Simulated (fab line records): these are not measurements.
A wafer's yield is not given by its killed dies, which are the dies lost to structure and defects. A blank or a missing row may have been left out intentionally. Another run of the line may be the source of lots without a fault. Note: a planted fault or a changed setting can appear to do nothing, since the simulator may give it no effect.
Matching of chambers ; flow nand_harc ; rie_diel-04 running NHARC_A_BLC_ETCH_16: 4 sister chambers
The step etches the open film in CF4, target depth 39 nm, time 65 s. 8 wafers are shown with their chamber, then 11 later ones without.

## EACH WAFER AND ITS CHAMBER
wafer;chamber;showerhead_plenum_p_Torr (Torr);drypump_motor_current_A (A)
L079.6;1;1.65;6.6
L082.6;1;1.65;6.6
L085.2;2;1.67;5.7
L084.2;2;1.67;5.8
L083.1;3;1.77;5.5
L083.3;0;1.65;5.3
L083.5;0;1.65;5.4
L087.3;3;1.76;5.5

## WAFERS WITH NO CHAMBER GIVEN
wafer;showerhead_plenum_p_Torr (Torr);drypump_motor_current_A (A)
L087.4;1.66;5.8
L087.6;1.66;5.8
L093.3;1.64;5.3
L093.4;1.76;5.5
L093.6;1.65;6.5
L094.1;1.64;5.3
L094.2;1.65;6.6
L094.4;1.76;5.5
L097.2;1.76;5.5
L097.4;1.64;5.3
L097.5;1.64;6.5

## WHICH CHAMBER EACH ONE RAN IN
wafer;from the rows above;in truth
L087.4;2;2
L087.6;2;2
L093.3;0;0
L093.4;3;3
L093.6;1;1
L094.1;0;0
L094.2;1;1
L094.4;3;3
L097.2;3;3
L097.4;0;0
L097.5;1;1
Correct placement for 11 of the 11. Number that these rows cannot place: 0. 0 placed wrongly.
How it was worked out, from the rows above alone: a wafer's distance from a chamber is the root of the sum, over the readings, of the square of ((its reading less the chamber's mean) divided by the reading's scatter). If the next closest chamber is less than 2 further off than the closest, the wafer can't be placed; otherwise it belongs to the closest. Each chamber's mean is taken over the wafers shown for it. The scatter is the square root of a quotient: the sum, over the shown wafers, of each reading's squared deviation from its chamber's mean, divided by wafers minus chambers.
